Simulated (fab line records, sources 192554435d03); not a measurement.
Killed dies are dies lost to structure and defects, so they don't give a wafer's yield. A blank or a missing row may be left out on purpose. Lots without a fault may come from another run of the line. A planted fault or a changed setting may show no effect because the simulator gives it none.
Chamber matching | flow n5_finfet | N5_ILD0_CMP_03 on cmp-01: 4 sister chambers
The step polishes, stops on SiNx, t overpolish 1.9 s, target thk 197.38 nm. 8 wafers are shown with their chamber, then 9 later ones without.

WAFERS WITH THEIR CHAMBER
wafer  | chamber | motor_current_A (A) | overpolish_run_s (s)
L075.5 | 2       | 13.2                | 1.918
L082.2 | 1       | 13.8                | 1.893
L084.2 | 2       | 12.6                | 1.884
L084.3 | 0       | 13.5                | 1.911
L084.4 | 3       | 10.4                | 1.886
L091.1 | 3       | 10.6                | 1.895
L091.3 | 1       | 14.1                | 1.897
L091.6 | 0       | 13.1                | 1.901

WAFERS WITHOUT THEIR CHAMBER
wafer  | motor_current_A (A) | overpolish_run_s (s)
L093.1 | 13.4                | 1.896
L093.3 | 12.6                | 1.901
L093.6 | 13.0                | 1.904
L095.2 | 13.1                | 1.899
L095.3 | 11.0                | 1.907
L095.6 | 12.9                | 1.921
L097.1 | 13.1                | 1.918
L097.3 | 12.7                | 1.896
L097.6 | 10.1                | 1.902

WHICH CHAMBER EACH WENT THROUGH
wafer  | from the rows above          | in truth
L093.1 | can't be placed: 0 or 2 or 1 | 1
L093.3 | can't be placed: 2 or 0      | 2
L093.6 | can't be placed: 2 or 0      | 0
L095.2 | can't be placed: 2 or 0      | 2
L095.3 | 3                            | 3
L095.6 | can't be placed: 2 or 0      | 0
L097.1 | can't be placed: 0 or 2      | 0
L097.3 | can't be placed: 2 or 0      | 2
L097.6 | 3                            | 3
Placed correctly: 2 of 9. Can't be placed from these rows: 7 (the true chamber is among the candidates in 7). Placed wrongly: 0.
How it was worked out, from the rows above alone: a wafer's distance from a chamber is the root of the sum, over the readings, of the square of ((its reading less the chamber's mean) divided by the reading's scatter). The wafer belongs to the nearest chamber; if the next one is less than 2 further off, it can't be placed. A chamber's mean is the mean of its shown wafers. The scatter: the root of (the sum of the squares of (reading less its chamber's mean) over the shown wafers, divided by (wafers less chambers)).
